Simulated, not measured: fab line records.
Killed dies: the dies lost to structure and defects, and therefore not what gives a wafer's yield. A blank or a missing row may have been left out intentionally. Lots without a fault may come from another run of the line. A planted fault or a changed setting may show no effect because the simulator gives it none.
A sampling plan put to the test || flow nand-harc || one fab line, 17 faults that these records tell of, each judged on the records of the lots that it struck
What counts as the plan is the set of the line's own looks, namely the steps on the route at which a gauge or an inspection reads a wafer and does not change it. A look is open to judgement when struck wafers have a number at it and the file gives its usual mean and standard deviation on fault-free wafers. Caught: the struck wafers' mean, at a look after the fault's first step, is 4 or more of those standard deviations (sigma) away from the usual mean. On the tool: the fault's steps, tested the same way using the tool's own readings. Also counted as caught: the struck wafers showing another recipe, or a record that is empty for them alone.

THE FAULTS, as the simulator had put them in
1. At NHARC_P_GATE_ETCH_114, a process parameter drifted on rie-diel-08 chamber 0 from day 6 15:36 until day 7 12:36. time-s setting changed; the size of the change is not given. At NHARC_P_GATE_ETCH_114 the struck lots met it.
2. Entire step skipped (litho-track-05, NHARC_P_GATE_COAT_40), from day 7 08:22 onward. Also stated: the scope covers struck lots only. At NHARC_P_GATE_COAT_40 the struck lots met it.
3. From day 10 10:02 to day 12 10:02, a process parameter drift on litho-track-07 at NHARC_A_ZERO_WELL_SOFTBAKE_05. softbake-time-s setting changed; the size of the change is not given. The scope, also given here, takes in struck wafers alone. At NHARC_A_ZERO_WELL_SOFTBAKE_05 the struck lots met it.
4. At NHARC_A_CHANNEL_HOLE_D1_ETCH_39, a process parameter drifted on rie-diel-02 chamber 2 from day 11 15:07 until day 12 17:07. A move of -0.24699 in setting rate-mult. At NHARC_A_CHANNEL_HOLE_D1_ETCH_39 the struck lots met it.
5. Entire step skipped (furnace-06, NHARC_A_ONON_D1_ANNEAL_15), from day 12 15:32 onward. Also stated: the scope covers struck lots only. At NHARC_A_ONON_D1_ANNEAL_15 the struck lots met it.
6. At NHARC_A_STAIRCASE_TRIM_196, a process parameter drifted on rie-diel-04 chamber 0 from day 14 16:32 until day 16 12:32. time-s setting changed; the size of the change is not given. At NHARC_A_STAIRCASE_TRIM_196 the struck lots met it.
7. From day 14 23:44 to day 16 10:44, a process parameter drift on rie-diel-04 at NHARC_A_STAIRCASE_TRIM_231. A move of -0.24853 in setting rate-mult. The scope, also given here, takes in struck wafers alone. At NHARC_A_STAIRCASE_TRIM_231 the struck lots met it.
8. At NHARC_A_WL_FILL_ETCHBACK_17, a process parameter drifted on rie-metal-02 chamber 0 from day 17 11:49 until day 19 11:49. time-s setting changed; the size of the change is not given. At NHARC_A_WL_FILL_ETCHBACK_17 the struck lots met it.
9. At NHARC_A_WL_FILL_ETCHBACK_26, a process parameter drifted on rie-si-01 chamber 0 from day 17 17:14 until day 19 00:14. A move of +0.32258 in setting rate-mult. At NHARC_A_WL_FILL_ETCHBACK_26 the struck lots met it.
10. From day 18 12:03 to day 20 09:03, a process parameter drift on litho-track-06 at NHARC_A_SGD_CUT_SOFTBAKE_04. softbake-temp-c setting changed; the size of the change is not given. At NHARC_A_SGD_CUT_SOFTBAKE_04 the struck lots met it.
11. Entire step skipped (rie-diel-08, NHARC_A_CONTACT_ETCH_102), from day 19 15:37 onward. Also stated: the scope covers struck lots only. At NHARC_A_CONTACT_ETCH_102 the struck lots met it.
12. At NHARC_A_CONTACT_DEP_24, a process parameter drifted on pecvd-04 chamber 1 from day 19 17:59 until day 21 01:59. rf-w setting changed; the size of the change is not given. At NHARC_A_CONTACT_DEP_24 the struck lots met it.
13. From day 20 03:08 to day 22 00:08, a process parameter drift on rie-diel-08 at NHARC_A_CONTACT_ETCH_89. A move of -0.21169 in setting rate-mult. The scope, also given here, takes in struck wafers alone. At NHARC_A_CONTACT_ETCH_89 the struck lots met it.
14. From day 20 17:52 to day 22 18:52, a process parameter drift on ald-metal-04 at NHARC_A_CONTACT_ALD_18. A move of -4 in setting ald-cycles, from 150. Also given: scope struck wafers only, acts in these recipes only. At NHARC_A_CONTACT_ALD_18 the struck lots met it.
15. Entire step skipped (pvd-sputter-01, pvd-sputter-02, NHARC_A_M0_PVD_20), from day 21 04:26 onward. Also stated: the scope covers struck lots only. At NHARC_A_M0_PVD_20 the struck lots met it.
16. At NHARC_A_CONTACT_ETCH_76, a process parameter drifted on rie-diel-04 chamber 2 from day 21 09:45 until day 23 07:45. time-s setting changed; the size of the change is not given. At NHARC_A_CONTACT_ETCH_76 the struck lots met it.
17. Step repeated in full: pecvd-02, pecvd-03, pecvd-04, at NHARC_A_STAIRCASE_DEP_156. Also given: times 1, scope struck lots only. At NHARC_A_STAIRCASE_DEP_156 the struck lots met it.

WHAT THE PLAN SAW
{"fault": 1, "on the tool itself": "run-length-s -4.6 sigma", "first look that catches it": "no look after it can be judged", "reading, sigma": "-", "median hours from its first step to that look": "-", "hours from the fault's start to the first struck lot there": "-", "judged looks passed uncaught": 0}
{"fault": 2, "on the tool itself": "the tool's record is blank for the struck wafers", "first look that catches it": "no look after it can be judged", "reading, sigma": "-", "median hours from its first step to that look": "-", "hours from the fault's start to the first struck lot there": "-", "judged looks passed uncaught": 0}
{"fault": 3, "on the tool itself": "heater-power-total-W +26 sigma", "first look that catches it": "not the one look that can be judged after it", "reading, sigma": "-", "median hours from its first step to that look": "-", "hours from the fault's start to the first struck lot there": "-", "judged looks passed uncaught": 1}
{"fault": 4, "on the tool itself": "oes-product-au -20 sigma", "first look that catches it": "NHARC_END_SORT_01", "reading, sigma": "killed-dies +14", "median hours from its first step to that look": 258.2, "hours from the fault's start to the first struck lot there": 264, "judged looks passed uncaught": 0}
{"fault": 5, "on the tool itself": "the tool's record is blank for the struck wafers", "first look that catches it": "no look after it can be judged", "reading, sigma": "-", "median hours from its first step to that look": "-", "hours from the fault's start to the first struck lot there": "-", "judged looks passed uncaught": 0}
{"fault": 6, "on the tool itself": "run-length-s -99 or beyond sigma", "first look that catches it": "not the one look that can be judged after it", "reading, sigma": "-", "median hours from its first step to that look": "-", "hours from the fault's start to the first struck lot there": "-", "judged looks passed uncaught": 1}
{"fault": 7, "on the tool itself": "oes-product-au -17 sigma", "first look that catches it": "no look after it can be judged", "reading, sigma": "-", "median hours from its first step to that look": "-", "hours from the fault's start to the first struck lot there": "-", "judged looks passed uncaught": 0}
{"fault": 8, "on the tool itself": "run-length-s -15 sigma", "first look that catches it": "no look after it can be judged", "reading, sigma": "-", "median hours from its first step to that look": "-", "hours from the fault's start to the first struck lot there": "-", "judged looks passed uncaught": 0}
{"fault": 9, "on the tool itself": "oes-product-au +19 sigma", "first look that catches it": "no look after it can be judged", "reading, sigma": "-", "median hours from its first step to that look": "-", "hours from the fault's start to the first struck lot there": "-", "judged looks passed uncaught": 0}
{"fault": 10, "on the tool itself": "heater-power-total-W -56 sigma", "first look that catches it": "not the one look that can be judged after it", "reading, sigma": "strongest: killed-at-array at NHARC_END_SORT_01, +2.3", "median hours from its first step to that look": "-", "hours from the fault's start to the first struck lot there": "-", "judged looks passed uncaught": 1}
{"fault": 11, "on the tool itself": "the tool's record is blank for the struck wafers", "first look that catches it": "not the one look that can be judged after it", "reading, sigma": "-", "median hours from its first step to that look": "-", "hours from the fault's start to the first struck lot there": "-", "judged looks passed uncaught": 1}
{"fault": 12, "on the tool itself": "rf-fwd-power-W +99 or beyond sigma", "first look that catches it": "no look after it can be judged", "reading, sigma": "-", "median hours from its first step to that look": "-", "hours from the fault's start to the first struck lot there": "-", "judged looks passed uncaught": 0}
{"fault": 13, "on the tool itself": "oes-product-au -13 sigma", "first look that catches it": "no look after it can be judged", "reading, sigma": "-", "median hours from its first step to that look": "-", "hours from the fault's start to the first struck lot there": "-", "judged looks passed uncaught": 0}
{"fault": 14, "on the tool itself": "under 2 sigma", "first look that catches it": "not the one look that can be judged after it", "reading, sigma": "-", "median hours from its first step to that look": "-", "hours from the fault's start to the first struck lot there": "-", "judged looks passed uncaught": 1}
{"fault": 15, "on the tool itself": "the tool's record is blank for the struck wafers", "first look that catches it": "no look after it can be judged", "reading, sigma": "-", "median hours from its first step to that look": "-", "hours from the fault's start to the first struck lot there": "-", "judged looks passed uncaught": 0}
{"fault": 16, "on the tool itself": "run-length-s -99 or beyond sigma", "first look that catches it": "no look after it can be judged", "reading, sigma": "-", "median hours from its first step to that look": "-", "hours from the fault's start to the first struck lot there": "-", "judged looks passed uncaught": 0}
{"fault": 17, "on the tool itself": "under 2 sigma", "first look that catches it": "no look after it can be judged", "reading, sigma": "-", "median hours from its first step to that look": "-", "hours from the fault's start to the first struck lot there": "-", "judged looks passed uncaught": 0}
A dash: the fault is not caught, or the number is missing from these records.

Caught at a look: 1 of 17. Caught on the tool: 15 of 17. By one or the other: 15 of 17.
On the tool alone, faults 1, 2, 3, 5, 6, 7, 8, 9, 10, 11, 12, 13, 15, 16 were caught.
Caught by neither: faults 14, 17.

THINNER SAMPLING
In the worst case, this is how late the first struck lot would be measured if the look that catches a fault measured only every second or every third lot, by lot number:
{"fault": 4, "struck lots at that look, in order of time": "L997", "every lot": "264 h", "every second lot": "may miss it", "every third lot": "may miss it"}
Hours are from the fault's start to the first struck lot that is measured. 4 sigma limit: tested on the pooled struck wafers, so a lone lot may be under it. Other struck lots may not be in these records.

THE LONGEST TIMED WAY FROM STEP TO LOOK
Fault 4: a median of 258.2 hours passes between NHARC_A_CHANNEL_HOLE_D1_ETCH_39 and NHARC_END_SORT_01. No look between them can be judged.
